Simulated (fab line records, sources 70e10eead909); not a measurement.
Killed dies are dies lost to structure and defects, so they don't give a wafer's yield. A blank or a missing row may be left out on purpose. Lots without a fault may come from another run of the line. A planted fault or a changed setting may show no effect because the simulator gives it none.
Chamber matching | flow nand_harc | NHARC_A_WL_FILL_ETCHBACK_26 on rie_si-02: 4 sister chambers
The step etches the open film in HBr, target depth 52 nm, time 13.3 s. 8 wafers are shown with their chamber, then 11 later ones without.

WAFERS WITH THEIR CHAMBER
wafer  | chamber | drypump_motor_current_A (A) | throttle_valve_pct (%)
L083.3 | 2       | 5.9                         | 23.269
L083.6 | 1       | 5.6                         | 23.257
L088.2 | 1       | 5.6                         | 23.270
L088.3 | 3       | 5.3                         | 23.263
L088.6 | 2       | 5.9                         | 23.253
L089.5 | 3       | 5.4                         | 23.247
L089.6 | 0       | 6.6                         | 23.255
L090.4 | 0       | 6.5                         | 23.268

WAFERS WITHOUT THEIR CHAMBER
wafer  | drypump_motor_current_A (A) | throttle_valve_pct (%)
L090.5 | 5.6                         | 23.263
L090.6 | 5.9                         | 23.272
L093.1 | 6.5                         | 23.253
L093.3 | 5.9                         | 23.265
L093.4 | 5.6                         | 23.275
L094.4 | 5.5                         | 23.270
L094.5 | 6.5                         | 23.291
L094.6 | 5.6                         | 23.276
L095.1 | 6.0                         | 23.269
L095.2 | 5.6                         | 23.278
L095.4 | 6.5                         | 23.275

WHICH CHAMBER EACH WENT THROUGH
wafer  | from the rows above     | in truth
L090.5 | 1                       | 1
L090.6 | 2                       | 2
L093.1 | 0                       | 0
L093.3 | 2                       | 2
L093.4 | 1                       | 1
L094.4 | can't be placed: 1 or 3 | 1
L094.5 | 0                       | 0
L094.6 | 1                       | 1
L095.1 | 2                       | 2
L095.2 | 1                       | 1
L095.4 | 0                       | 0
Placed correctly: 10 of 11. Can't be placed from these rows: 1 (the true chamber is among the candidates in 1). Placed wrongly: 0.
How it was worked out, from the rows above alone: a wafer's distance from a chamber is the root of the sum, over the readings, of the square of ((its reading less the chamber's mean) divided by the reading's scatter). The wafer belongs to the nearest chamber; if the next one is less than 2 further off, it can't be placed. A chamber's mean is the mean of its shown wafers. The scatter: the root of (the sum of the squares of (reading less its chamber's mean) over the shown wafers, divided by (wafers less chambers)).
